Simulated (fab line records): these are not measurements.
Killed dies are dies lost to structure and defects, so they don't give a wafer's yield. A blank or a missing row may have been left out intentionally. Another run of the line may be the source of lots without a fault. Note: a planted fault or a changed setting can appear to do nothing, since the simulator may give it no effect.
Comparing a struck lot with a sound one    flow nand harc    15 steps out of a route of 1302
Sound: these wafers, L305.2, L305.3, L305.4. Wafers struck: L309.1, L309.2, L309.3. The cause is named last.
For every step that has rows: the tool of each side, followed by ch and its chambers, followed by its first start. Under that, the readings that differ: sound wafers    struck wafers    difference of the means    sigmas: that difference in standard deviations of wafers without a fault.
alike: same words and numbers on both sides, and readings whose means sit less than 2 such deviations apart. not compared: any withheld reading, any reading some wafer has no value for, any bound like >300 that may hide the same value, and any number with overlapping values for which the record gives no deviation.
The two part at a step that has a row with sigmas, a row that says differs or no value, or rows on one side only. Numbers that don't overlap but have no deviation are shown without sigmas and don't part them. A reading missing from all wafers of one side parts the sides only when that side holds two or more wafers.

first, 4 steps without rows for these wafers: NHARC_P_CONTACT_EBR_08; NHARC_P_CONTACT_EXPOSE_09 (exposes mask P CA, target cd 90 nm); NHARC_P_CONTACT_PEB_10 (peb time 65 s); NHARC_P_CONTACT_DEVELOP_11 (develop time 35 s).
NHARC_P_CONTACT_CD_MEAS_12 targets a cd of 90 nm.
  sound on cd sem-01 ch 0, day 7 09:04; struck on cd sem-01 ch 0, day 8 20:39
  alike: cd nm
NHARC_P_CONTACT_OVL_MEAS_13:
  sound on overlay-02, day 7 09:10; struck on overlay-01, day 8 20:44
reading            sound           struck       difference  sigmas
overlay x nm (nm)  -1.2 -0.7 -1.0  0.8 0.5 0.3  +1.5        +2
  alike: overlay y nm
NHARC_P_CONTACT_INSPECT_14:
  sound on defect inspect-02, day 7 09:12; struck on defect inspect-01, day 8 20:47
  alike: raw defect count
NHARC_P_CONTACT_DESCUM_17: chemistry O2, time 3 s.
  sound on rie diel-05 ch 0,1,3, day 7 09:16; struck on rie diel-02 ch 0,2,3, day 8 20:50
reading                 sound        struck       difference  sigmas
rf hours counter h (h)  2.1 2.1 1.5  3.6 3.4 3.5  +1.6        
  alike: chamber pressure mTorr, drypump motor current A, oes product au, rf vpp V, showerhead plenum p Torr, throttle valve pct
NHARC_P_CONTACT_ETCH_35: etches the open film in CF4, target depth 39 nm, time 65 s.
  sound on rie diel-05 ch 0,1,3, day 7 09:20; struck on rie diel-02 ch 0,2,3, day 8 20:55
reading                 sound        struck       difference  sigmas
rf hours counter h (h)  1.5 2.1 2.1  3.6 3.5 3.4  +1.6        
  alike: chamber pressure mTorr, drypump motor current A, oes product au, rf vpp V, run length s, showerhead plenum p Torr, throttle valve pct
NHARC_P_CONTACT_ETCH_36: etches the open film in N2/H2, target depth 260 nm, time 406.25 s.
  sound: rie diel-05 ch 1,2,3; struck: rie diel-02 ch 0,1,2
reading                 sound        struck       difference  sigmas
rf hours counter h (h)  2.2 2.2 2.3  3.6 3.7 3.5  +1.4        
  alike: chamber pressure mTorr, drypump motor current A, oes product au, rf vpp V, run length s, showerhead plenum p Torr, throttle valve pct
NHARC_P_CONTACT_ETCH_18: etches the open film in C4F8/O2/Ar, target depth 481 nm, time 240.5 s.
  sound: rie diel-05 ch 0,1,3; struck: rie diel-02 ch 0,1,2
reading                 sound        struck       difference  sigmas
rf hours counter h (h)  2.4 1.8 2.3  3.7 3.7 3.7  +1.5        
  alike: chamber pressure mTorr, oes product au, rf vpp V, run length s
then, 1 step without rows for these wafers: NHARC_P_CONTACT_STRIP_37 (strips in C4F8/O2/Ar).
NHARC_P_CONTACT_ETCH_31: etches the open film in CH3F/O2, target depth 30 nm, time 85.7 s.
  sound on rie diel-05 ch 0,1,3, day 7 10:00; struck on rie diel-02 ch 1,2,3, day 8 21:35
reading                 sound              struck          difference  sigmas
rf hours counter h (h)  2.4 1.8 2.4        3.8 3.9 3.9     +1.7        
run length s (s)        107.8 106.4 106.8  63.1 62.0 62.9  -44.3       -87
  alike: chamber pressure mTorr, drypump motor current A, oes product au, rf vpp V, showerhead plenum p Torr, throttle valve pct
NHARC_P_CONTACT_CD_MEAS_19:
  sound on cd sem-03, day 7 10:08; struck on cd sem-03, day 8 21:43
  alike: cd nm
-- record jumps: 18 days between struck wafers' starts before vs after; left off in module P_CONTACT, resumes in module END, first step shown is number 1302 of the route --
NHARC_END_SORT_01:
  here the record holds rows for the struck wafers (prober-02 ch 0, day 27 06:40) but none for the sound ones

== WHERE THEY PART ==
First at NHARC_P_CONTACT_OVL_MEAS_13; last, within this record, at NHARC_END_SORT_01.

WHY: what had been put in by the simulator
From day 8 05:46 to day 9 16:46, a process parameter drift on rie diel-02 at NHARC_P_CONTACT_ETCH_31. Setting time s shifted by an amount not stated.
